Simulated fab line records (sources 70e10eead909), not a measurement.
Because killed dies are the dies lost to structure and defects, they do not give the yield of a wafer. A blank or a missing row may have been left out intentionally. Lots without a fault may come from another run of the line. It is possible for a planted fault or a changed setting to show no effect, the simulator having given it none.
Check of tool commonality | flow nand harc | Lots sampled 4, wafers sampled 12

## WHY THIS WAS OPENED
On 2 of the 4 lots, a flag is raised at NHARC_END_SORT_01 on the reading killed at array. Wafers without a fault read 30, standard deviation 10.
Rule: a lot is flagged in two cases, either no wafer of it has a number, or all its wafers with numbers fall more than 4 standard deviations from that mean. The rest of the lots are taken to be sound.

lot  | measured     | on        | killed at array, wafer by wafer | flag
L440 | day 21 01:56 | prober-02 | 33 33 37                        |
L441 | day 21 22:35 | prober-02 | 31 32 28                        |
L449 | day 24 08:30 | prober-02 | 98 90 105                       | FLAGGED
L450 | day 24 15:31 | prober-02 | 89 100 107                      | FLAGGED
The numbers of the flagged lots are 98 on average: +68 against the usual, or +7 standard deviations.

## EACH LOT AND THE TOOL IT RAN ON
The record holds 4 process steps before the reading, out of a route of 1159 steps. Read each cell as the tool, then ch plus the chambers that the sampled wafers visited, then the start.
lot  | flag    | NHARC_A_WL_FILL_ETCHBACK_17       | NHARC_THIN_TSV_ETCHBACK_48         | NHARC_THIN_TSV_PVD_19                   | NHARC_THIN_TSV_DEGAS_53
L440 |         | rie metal-03 ch 1, day 17 10:58   | rie diel-13 ch 0,2,3, day 20 11:05 | pvd sputter-01, day 20 13:35 or earlier | pvd sputter-03, day 20 13:35
L441 |         | rie metal-01 ch 0,1, day 18 03:41 | rie diel-02 ch 1,2,3, day 21 10:53 | pvd sputter-02, day 21 13:33 or earlier | pvd sputter-03, day 21 13:33
L449 | FLAGGED | rie metal-03 ch 0,1, day 19 09:26 | rie diel-02 ch 1,2, day 23 11:36   | pvd sputter-02, day 23 14:25 or earlier | pvd sputter-03, day 23 14:25
L450 | FLAGGED | rie metal-03 ch 0,1, day 19 18:15 | rie diel-13 ch 0,1,3, day 23 15:36 | pvd sputter-02, day 23 20:05 or earlier | pvd sputter-01, day 23 20:05
What the steps here do:
- NHARC_A_WL_FILL_ETCHBACK_17: etches the open film in Cl2/BCl3, target depth 4 nm, time 26.7 s.
- NHARC_THIN_TSV_ETCHBACK_48: etches the open film in C4F8/Ar, target depth 1028.5 nm, time 405.17 s.
- NHARC_THIN_TSV_PVD_19: deposits TaN, target thk 20 nm.
- NHARC_THIN_TSV_DEGAS_53: time 60 s.
- NHARC_END_SORT_01

## FLAGGED OVER TOTAL, TOOL BY TOOL (the gauges that took the reading come last)
step                        | tool           | lots run | flagged | share of the flagged lots | sound lots run after its first flagged lot
NHARC_A_WL_FILL_ETCHBACK_17 | rie metal-01   | 1        | 0       | none                      | -
NHARC_A_WL_FILL_ETCHBACK_17 | rie metal-03   | 3        | 2       | all                       | 0
NHARC_THIN_TSV_ETCHBACK_48  | rie diel-02    | 2        | 1       | some                      | 0
NHARC_THIN_TSV_ETCHBACK_48  | rie diel-13    | 2        | 1       | some                      | 0
NHARC_THIN_TSV_PVD_19       | pvd sputter-01 | 1        | 0       | none                      | -
NHARC_THIN_TSV_PVD_19       | pvd sputter-02 | 3        | 2       | all                       | 0
NHARC_THIN_TSV_DEGAS_53     | pvd sputter-01 | 1        | 1       | some                      | 0
NHARC_THIN_TSV_DEGAS_53     | pvd sputter-03 | 3        | 1       | some                      | 0
NHARC_END_SORT_01           | prober-02      | 4        | 2       | all                       | 0
NHARC_THIN_TSV_PVD_19 gives no start for some lots, so the hours and the order of its lots are those of NHARC_THIN_TSV_DEGAS_53.

## WHAT THE TABLE PERMITS
rie metal-03 at NHARC_A_WL_FILL_ETCHBACK_17, pvd sputter-02 at NHARC_THIN_TSV_PVD_19 and prober-02 at NHARC_END_SORT_01: these 3 rows of the table ran every flagged lot.
- rie metal-03 at NHARC_A_WL_FILL_ETCHBACK_17 ran 3 lots, 2 of them flagged. Last sound lot L440 at day 17 10:58, first flagged lot L449 at day 19 09:26; a fault beginning in between fits.
- pvd sputter-02 at NHARC_THIN_TSV_PVD_19 ran 3 lots, 2 of them flagged. Last sound lot L441 at day 21 13:33, first flagged lot L449 at day 23 14:25; a fault beginning in between fits.
- prober-02 at NHARC_END_SORT_01 ran 4 lots, 2 of them flagged. Last sound lot L441 at day 21 22:35, first flagged lot L449 at day 24 08:30; a fault beginning in between fits.
Because each of these 3 tools fits a fault that began at some hour, counting lots does not separate them. More lots, or a look at what each step does to the wafer, might.

## WHAT HAD BEEN PUT IN BY THE SIMULATOR
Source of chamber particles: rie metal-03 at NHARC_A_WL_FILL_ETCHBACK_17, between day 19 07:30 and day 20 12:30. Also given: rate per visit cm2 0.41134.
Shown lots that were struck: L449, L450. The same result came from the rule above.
